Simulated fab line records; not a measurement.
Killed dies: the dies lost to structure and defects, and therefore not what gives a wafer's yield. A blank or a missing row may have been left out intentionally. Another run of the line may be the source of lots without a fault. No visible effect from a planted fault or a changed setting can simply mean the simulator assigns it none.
Comparing a struck lot with a sound one    flow nand harc    11 out of 1302 route steps
Sound: these wafers, L320.3, L320.4, L320.6. Struck: wafer L331.4. (L331.1, L331.5 of the same lot were not struck and are left out.) The cause comes at the end.
At each step with rows: each side's tool, then ch and its chambers, then its first start. Under that, the readings that differ: sound wafers    struck wafers    difference of the means    sigmas: that difference in standard deviations of wafers without a fault.
alike: readings with means less than 2 such deviations apart, plus words and numbers identical on both sides. not compared: withheld readings, readings lacking a value on some wafer, bounds such as >300 that could conceal the same value, and numbers that have no deviation in the record and whose values overlap.
The two part at a step that has a row with sigmas, a row that says differs or no value, or rows on one side only. When numbers do not overlap yet have no deviation, they are printed without sigmas and do not part them. A reading missing from all wafers of one side parts the sides only when that side holds two or more wafers.

first, 9 steps without rows for these wafers: NHARC_A_STAIRCASE_DEHYDRATE_433 (time 120 s); NHARC_A_STAIRCASE_HMDS_434 (time 30 s); NHARC_A_STAIRCASE_COAT_435; NHARC_A_STAIRCASE_SOFTBAKE_436 (time 170 s); NHARC_A_STAIRCASE_EBR_437; NHARC_A_STAIRCASE_EXPOSE_438 (exposes mask STAIR REV); NHARC_A_STAIRCASE_PEB_439 (peb time 130 s); NHARC_A_STAIRCASE_DEVELOP_440 (time 140 s); NHARC_A_STAIRCASE_HARDBAKE_442 (time 140 s).
NHARC_A_STAIRCASE_DESCUM_443: chemistry O2, time 3 s.
  sound on rie diel-07 ch 1,2, day 20 03:16; struck on rie diel-11 ch 2, day 25 07:43
reading                          sound                 struck  difference  sigmas
showerhead plenum p Torr (Torr)  2.02 1.87 2.02        1.85    -0.12       -3
throttle valve pct (%)           11.298 11.307 11.300  11.323  +0.021      +2
  alike: drypump motor current A, oes product au, rf vpp V
  not compared: rf hours counter h
NHARC_A_STAIRCASE_ETCH_444: etches the open film in C4F8/O2, target depth 20400 nm, time 6800 s.
  sound on rie diel-07 ch 0,2, day 20 03:52; struck on rie diel-11 ch 0, day 25 08:17
reading                sound              struck  difference  sigmas
oes product au (a.u.)  0.935 0.924 0.910  1.115   +0.192      +13
  alike: rf fwd power W, rf vpp V
  not compared: rf hours counter h

WHERE THEY PART
Earliest at NHARC_A_STAIRCASE_DESCUM_443; latest, in this record, at NHARC_A_STAIRCASE_ETCH_444.

WHY: the cause the simulator had injected
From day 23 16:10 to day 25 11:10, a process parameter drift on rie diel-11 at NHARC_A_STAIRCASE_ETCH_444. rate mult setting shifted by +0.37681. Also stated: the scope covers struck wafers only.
